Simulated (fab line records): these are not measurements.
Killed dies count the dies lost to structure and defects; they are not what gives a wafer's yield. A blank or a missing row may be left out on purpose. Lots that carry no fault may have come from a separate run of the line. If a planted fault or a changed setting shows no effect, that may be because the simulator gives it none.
Problem report, 8D (eight disciplines) form, completed by code | flow n5-finfet | the parts of the form that need people (team, actions taken, sign-off) are left out

## 1. WHAT WENT WRONG
cd-nm at N5_SD_EPI_N_CD_MEAS_09 reads a mean of 110.2 nm on 3 wafers of 2 lots; wafers without a fault read 120.0 nm with a standard deviation of 0.74. That is -13 standard deviations from the usual mean.
The step: target cd 120 nm.
Seen first at day 7 01:48 on cd-sem-01, wafer L289.1. The record holds 35 wafers of 14 lots with a number at this step. Rule for "out", or "out of limits": more than 4 standard deviations from the usual mean. All remaining wafers that have a number are taken as sound.

## 2. WHAT THIS IS AND IS NOT
question                    | is                     | is not
which readings at this step | cd-nm                  | -
which lots                  | L289, L291             | L273, L274, L275, L276, L278, L279, L280, L281, L293, L294, L295, L296
which wafers of those lots  | L289.1, L289.2, L291.1 | L291.5
read on which gauges        | cd-sem-01              | cd-sem-02, cd-sem-03
when                        | from day 7 01:48       | up to then (20 sound wafers); but 12 sound wafers of L291, L293, L294, L295, L296 came after

## 3. THE SUSPECTS, EACH WITH WHAT RULES IT OUT
Counting: a tool at a process step up to the reading stays a suspect if it ran every lot that is out. Sound lots after the first of them don't rule it out here, since some wafers of a struck lot are sound.
- ruled out: the gauge at N5_SD_EPI_N_CD_MEAS_09. All the wafers that are out were read on cd-sem-01, but those of them that N5_SD_EPI_N_PEB_07 has rows for are out there too, on other tools.
- ald-sin-02 at N5_SPACER0_ALD_00 (deposits SiOCN, target thk 3.5 nm, pulse time 3 s, purge time 2 s): kept. It ran every lot that is out, first L289 (day 7 00:59); its last sound lot up to then is L281 (day 5 00:11).
- litho-track-03 at N5_SD_EPI_N_PEB_07 (peb time 60 s): kept. It ran every lot that is out, first L289 (day 7 01:44); its last sound lot up to then is L280 (day 4 20:41). Its own heater-power-total-W readings are out on those wafers.
Left after counting: ald-sin-02 at N5_SPACER0_ALD_00, litho-track-03 at N5_SD_EPI_N_PEB_07.

## 4. THE CAUSE (what the simulator had put in)
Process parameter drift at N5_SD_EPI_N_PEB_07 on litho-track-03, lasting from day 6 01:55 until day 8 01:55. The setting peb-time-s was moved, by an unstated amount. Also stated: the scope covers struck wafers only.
Counting left 2 suspects, and this tool is among them.

## 5. SEQUENCE OF EFFECTS, ordered by route
One row per reading whose mean, taken over the struck wafers that have a number, lies over 3 standard deviations from the usual. Readings are gone through only where the record gives a usual standard deviation; hours: the median, over the lots, of the time from a lot's start at the first step in this table giving one to that lot's start at this step; sigmas: the change measured in usual standard deviations.
hours | step                   | reading              | usual    | on struck wafers | change | sigmas
0     | N5_SD_EPI_N_PEB_07     | heater-power-total-W | 175.4 W  | 209.1            | +33.7  | +21
0     | N5_SD_EPI_N_CD_MEAS_09 | cd-nm                | 120.0 nm | 110.2            | -9.8   | -13
Its process steps:
- N5_SD_EPI_N_PEB_07: peb time 60 s.
Later measuring or inspecting steps at which every struck wafer that the step has a row for has a number for every such reading, and none has moved that far: N5_BEOL_M4_RC_MEAS_101.

## 6. HOW IT WOULD HAVE BEEN CAUGHT EARLIER
24 hours passed between the start of the fault at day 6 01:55 and the first reading out of limits at a measuring or inspecting step in this record, taken at day 7 01:48.
At N5_SD_EPI_N_PEB_07, the tool's own readings (heater-power-total-W) were out on each struck wafer the step has a row for, so an alarm limit on them would have fired on the first such wafer.
Lots out: 2; of these, L291 started N5_SD_EPI_N_PEB_07 on litho-track-03 after day 7 01:48. Putting the tool on hold at that point would have spared it.
